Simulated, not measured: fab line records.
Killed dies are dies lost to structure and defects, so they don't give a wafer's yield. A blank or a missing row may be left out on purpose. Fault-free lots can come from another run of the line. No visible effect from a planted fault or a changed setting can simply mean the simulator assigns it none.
Problem report, 8D (eight disciplines) form, completed by code | flow nand harc | the parts of the form that need people (team, actions taken, sign-off) are left out

## 1. PROBLEM STATEMENT
Mean of thk nm at NHARC_A_ONON_D2_THK_MEAS_11: 1498 nm across 3 wafers in 2 lots; on wafers with no fault it is 999 nm (standard deviation 11). Measured from the usual mean, that is +45 standard deviations.
The step: measures by ellipsometry.
Seen first at day 19 08:29 on film metro-02, wafer L206.6. The record has a number at this step for 41 wafers belonging to 14 lots. The rule behind "out" and "out of limits": a value lying over 4 standard deviations away from the usual mean. The rest of the wafers with a number are treated as sound.

## 2. WHAT THIS IS AND IS NOT
question                    | is                     | is not
which readings at this step | thk nm                 | -
which lots                  | L206, L208             | L190, L191, L192, L194, L195, L196, L197, L199, L200, L210, L211, L213
which wafers of those lots  | L206.6, L208.4, L208.6 | L206.3, L206.5
read on which gauges        | film metro-02          | film metro-01
when                        | from day 19 08:29      | up to then (29 sound wafers); but 9 sound wafers of L210, L211, L213 came after

## 3. WHAT RULES OUT EACH SUSPECT
Counting: any tool at a process step up to the reading remains a suspect provided it ran every lot that is out. Sound lots after the first of them don't rule it out here, since some wafers of a struck lot are sound.
- the gauge at NHARC_A_ONON_D2_THK_MEAS_11: kept. All the wafers that are out were read on film metro-02, and no step on other tools shows them out.
- cmp-02 at NHARC_A_CHANNEL_FILL_D1_CMP_10 (polishes, target thk 150 nm): kept. It ran every lot that is out, first L206 (day 17 15:54); its last sound lot up to then is L200 (day 15 03:41).
- pecvd onon-03 at NHARC_A_ONON_D2_DEP_09 (target thk 1000 nm): kept. It ran every lot that is out, first L206 (day 19 08:05); its last sound lot up to then is L196 (day 14 23:21).
- Within cmp-02 at NHARC_A_CHANNEL_FILL_D1_CMP_10: the wafers that are out ran in chambers 1, 2; their sound lot-mates ran in chamber 3.
The count leaves cmp-02 at NHARC_A_CHANNEL_FILL_D1_CMP_10, pecvd onon-03 at NHARC_A_ONON_D2_DEP_09, and film metro-02 at NHARC_A_ONON_D2_THK_MEAS_11.

## 4. THE CAUSE (what the simulator had put in)
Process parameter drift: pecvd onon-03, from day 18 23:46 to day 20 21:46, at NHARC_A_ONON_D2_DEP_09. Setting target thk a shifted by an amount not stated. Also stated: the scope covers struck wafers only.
After counting, 3 suspects remain, this tool included.

## 5. THE CHAIN OF EFFECTS, in route order
Each row: a reading whose mean over the struck wafers that have a number lies more than 3 standard deviations from the usual. Only readings for which the record gives a usual standard deviation are gone through. hours: the time from each lot's start at the first step in this table that gives one to its start at this step, as a median over the lots. sigmas: the change in usual standard deviations.
hours | step                        | reading | usual  | on struck wafers | change | sigmas
0     | NHARC_A_ONON_D2_THK_MEAS_11 | thk nm  | 999 nm | 1498             | +499   | +45
Later measuring or inspecting steps at which every struck wafer that the step has a row for has a number for every such reading, and none has moved that far: NHARC_A_ONON_D2_THK_MEAS_18.

## 6. HOW IT WOULD HAVE BEEN CAUGHT EARLIER
The first out-of-limits reading at a measuring or inspecting step in this record came at day 19 08:29, 9 hours after the fault's start at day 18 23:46.
Lots out: 2; of these, L208 started NHARC_A_ONON_D2_DEP_09 on pecvd onon-03 after day 19 08:29. A tool hold placed at that time would have kept it from harm.
